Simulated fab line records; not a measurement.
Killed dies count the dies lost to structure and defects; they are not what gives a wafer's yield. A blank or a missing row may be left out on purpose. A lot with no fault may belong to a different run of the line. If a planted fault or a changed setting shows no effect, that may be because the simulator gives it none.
A lot that was struck, set against a sound lot	flow n5 finfet	15 out of 1938 route steps
Sound: the wafers L180.1, L180.3, L180.6. Struck: wafer L192.5. (L192.1 of the same lot was not struck and is left out.) The cause comes at the end.
At each step with rows: each side's tool, then ch and its chambers, then its first start. Under that, the readings that differ: sound wafers	struck wafers	difference of the means	sigmas: that difference in standard deviations of wafers without a fault.
alike: a reading whose means differ by less than 2 such deviations, as well as words and numbers matching on both sides. not compared: withheld readings; readings where some wafer has no value; bounds like >300 that might hide an equal value; numbers whose values overlap and for which the record gives no deviation.
The two part at a step that has a row with sigmas, a row that says differs or no value, or rows on one side only. When numbers do not overlap yet have no deviation, they are printed without sigmas and do not part them. A reading that every wafer of one side lacks parts them only if that side has two wafers or more.

first, 1 step without rows for these wafers: N5_ILD0_CURE_02 (time 1800 s).
N5_ILD0_CMP_03: polishes, stops on SiNx, t overpolish 1.9 s, target thk 197.38 nm.
  sound on cmp-02 ch 0,1, day 5 02:01; struck on cmp-04 ch 3, day 8 05:29
  alike: edge zone pressure frac, motor current A, overpolish run s, time to endpoint s
N5_ILD0_THK_MEAS_04:
  sound on film metro-01, day 5 02:16; struck on film metro-02, day 8 05:42
  alike: thk nm
N5_ILD0_CMP_07: polishes SiO2 flowable, stops on poly-Si, t overpolish 1.18 s, target thk 138.88 nm.
  sound on cmp-04 ch 1,2, day 5 02:18; struck on cmp-04 ch 1, day 8 05:46
  alike: edge zone pressure frac, motor current A
N5_ILD0_THK_MEAS_08:
  sound on film metro-01, day 5 02:36; struck on film metro-01, day 8 06:01
  alike: thk nm
then, 1 step without rows for these wafers: N5_ILD0_PRECLEAN_10 (cleans in NF3:NH3, afs cycles 5, time 20 s, sublimation time 60 s).
N5_ILD0_ALD_15: deposits SiNx, target thk 24 nm, pulse time 1 s, ald cycles 480.
  sound on ald sin-02 ch 0,2,3, day 5 03:19; struck on ald sin-01 ch 2, day 8 07:53
reading	sound	struck	difference	sigmas
heater power w (W)	722 924 724	1018	+228	+2
  alike: precursor pulse height rel
N5_ILD0_CMP_12: polishes SiNx, stops on poly-Si, t overpolish 6 s, target thk 17.67 nm.
  sound on cmp-02 ch 1,2,3, day 5 05:31; struck on cmp-02 ch 2, day 8 09:07
reading	sound	struck	difference	sigmas
edge zone pressure frac	1.010 1.000 1.004	0.996	-0.009	-2
motor current A (A)	8.2 8.5 12.1	11.7	+2.1	+2
  alike: overpolish run s, time to endpoint s
N5_ILD0_THK_MEAS_13:
  sound on film metro-02, day 5 05:49; struck on film metro-01, day 8 09:17
  alike: thk nm
N5_ILD0_INSPECT_06: inspects for defects (darkfield).
  sound on defect inspect-02, day 5 05:50; struck on defect inspect-01, day 8 09:19
  alike: raw defect count
N5_SDB_HM_DEP_00: deposits SiNx from SiH4/NH3/N2, target thk 40 nm, time 35.3 s.
  sound on pecvd-02 ch 1,2, day 5 05:52; struck on pecvd-01 ch 0, day 8 09:21
  alike: heater power w, showerhead plenum p Torr, showerhead vpp V, throttle valve pct
then, 1 step without rows for these wafers: N5_SDB_COAT_03 (time 60 s, resist thk 100 nm).
N5_SDB_COAT_04: time 60 s, resist thk 18 nm.
  sound on litho track-01 ch 0, day 5 05:58; struck on litho track-04 ch 0, day 8 09:26
reading	sound	struck	difference	sigmas
chill plate temp C (C)	22.92 22.74 22.83	23.21	+0.38	+3
heater power total W (W)	426.5 425.1 427.0	445.7	+19.5	+9
run length s (s)	65.97 66.14 65.87	62.13	-3.86	-26
then, 1 step without rows for these wafers: N5_SDB_COAT_05 (resist thk 90 nm).
-- the record jumps here: 5 days lie between the struck wafers' starts before and after (it left off in module SDB and takes up again in module BEOL_M4, whose first step shown is number 1111 of the route) --
N5_BEOL_M4_RC_MEAS_101:
  sound on prober-01 ch 0, day 10 00:33; struck on prober-02 ch 0, day 13 04:56
reading	sound	struck	difference	sigmas
VT_P (mV)	-249 -249 -251	-257	-7	-2
  alike: DIBL_N, DIBL_P, IOFF_N, IOFF_P, ION_N, ION_P, SS_N, SS_P, VT_N

WHERE THEY PART
Earliest at N5_ILD0_ALD_15; latest, in this record, at N5_BEOL_M4_RC_MEAS_101.

WHY: what the simulator had put in
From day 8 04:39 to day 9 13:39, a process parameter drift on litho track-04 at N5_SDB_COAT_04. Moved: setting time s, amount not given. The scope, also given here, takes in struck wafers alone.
